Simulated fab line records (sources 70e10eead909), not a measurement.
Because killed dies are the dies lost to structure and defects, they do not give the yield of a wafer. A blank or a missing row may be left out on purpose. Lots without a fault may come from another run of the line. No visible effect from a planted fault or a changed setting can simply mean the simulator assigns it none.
Struck lot and sound lot, side by side | flow nand-harc | 15 out of 1159 route steps
Sound: the wafers L700.1, L700.2, L700.6. Struck: wafers L714.1, L714.2, L714.5. The cause is given at the end.
At each step with rows: each side's tool, then ch and its chambers, then its first start. Under that, the readings that differ: sound wafers | struck wafers | difference of the means | sigmas: that difference in standard deviations of wafers without a fault.
alike: words and numbers the same on both sides, and readings whose means are apart by under 2 such deviations; not compared: readings that were withheld, readings missing a value for some wafer, numbers with overlapping values and no deviation given by the record, and bounds like >300 which may hide the same value.
A row with sigmas, a row that says differs or no value, or rows on one side alone: a step with any of these is where the two part. Numbers that have no deviation but don't overlap get no sigmas and don't part them. A reading that every wafer of one side lacks parts them only if that side has two wafers or more.

first, 8 steps without rows for these wafers: NHARC_A_CONTACT_COAT_34 (time 75 s); NHARC_A_CONTACT_COAT_35 (time 65 s); NHARC_A_CONTACT_COAT_36 (resist thk 90 nm); NHARC_A_CONTACT_SOFTBAKE_37 (time 55 s); NHARC_A_CONTACT_EBR_38; NHARC_A_CONTACT_EXPOSE_39 (exposes mask A CC 3); NHARC_A_CONTACT_PEB_40 (peb time 65 s); NHARC_A_CONTACT_DEVELOP_41 (develop time 35 s).
NHARC_A_CONTACT_CD_MEAS_42: target cd 200 nm.
  sound on cd-sem-03 ch 0, day 16 06:26; struck on cd-sem-02 ch 0, day 19 20:57
  alike: cd-nm
NHARC_A_CONTACT_OVL_MEAS_43:
  sound on overlay-01 at day 16 06:31; struck on overlay-02 at day 19 21:02
  alike: overlay-x-nm, overlay-y-nm
NHARC_A_CONTACT_INSPECT_44:
  sound on defect-inspect-02 at day 16 06:34; struck on defect-inspect-01 at day 19 21:05
  alike: raw-defect-count
NHARC_A_CONTACT_DESCUM_47: chemistry O2, time 3 s.
  sound on rie-diel-12 ch 0,1,2, day 16 06:37; struck on rie-diel-12 ch 0,3, day 19 21:08
  alike: drypump-motor-current-A, oes-product-au, rf-vpp-V, showerhead-plenum-p-Torr, throttle-valve-pct
  not compared: rf-hours-counter-h
NHARC_A_CONTACT_ETCH_48: etches the open film in CF4, target depth 39 nm, time 65 s.
  sound on rie-diel-12 ch 0,2, day 16 06:43; struck on rie-diel-12 ch 0,1,2, day 19 21:14
  reading               | sound             | struck            | difference | sigmas
  oes-product-au (a.u.) | 1.006 0.996 0.988 | 0.858 0.870 0.861 | -0.134     | -19
  alike: drypump-motor-current-A, rf-vpp-V, showerhead-plenum-p-Torr, throttle-valve-pct
  not compared: rf-hours-counter-h
NHARC_A_CONTACT_ETCH_49: etches the open film in N2/H2, target depth 260 nm, time 475.3 s.
  sound on rie-diel-12 ch 0,1,2; struck on rie-diel-12 ch 0,2,3
  reading               | sound             | struck            | difference | sigmas
  oes-product-au (a.u.) | 0.993 0.998 0.993 | 1.015 0.998 1.014 | +0.014     | +2
  alike: drypump-motor-current-A, n2-flow-sccm, rf-vpp-V, showerhead-plenum-p-Torr, throttle-valve-pct
  not compared: rf-hours-counter-h
next, for these wafers, 1 step has no rows: NHARC_END_SORT_01.

WHERE THEY PART
Earliest at NHARC_A_CONTACT_ETCH_48; latest, in this record, at NHARC_A_CONTACT_ETCH_49.

WHY: what the simulator had put in
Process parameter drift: rie-diel-12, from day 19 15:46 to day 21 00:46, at NHARC_A_CONTACT_ETCH_48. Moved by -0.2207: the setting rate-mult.
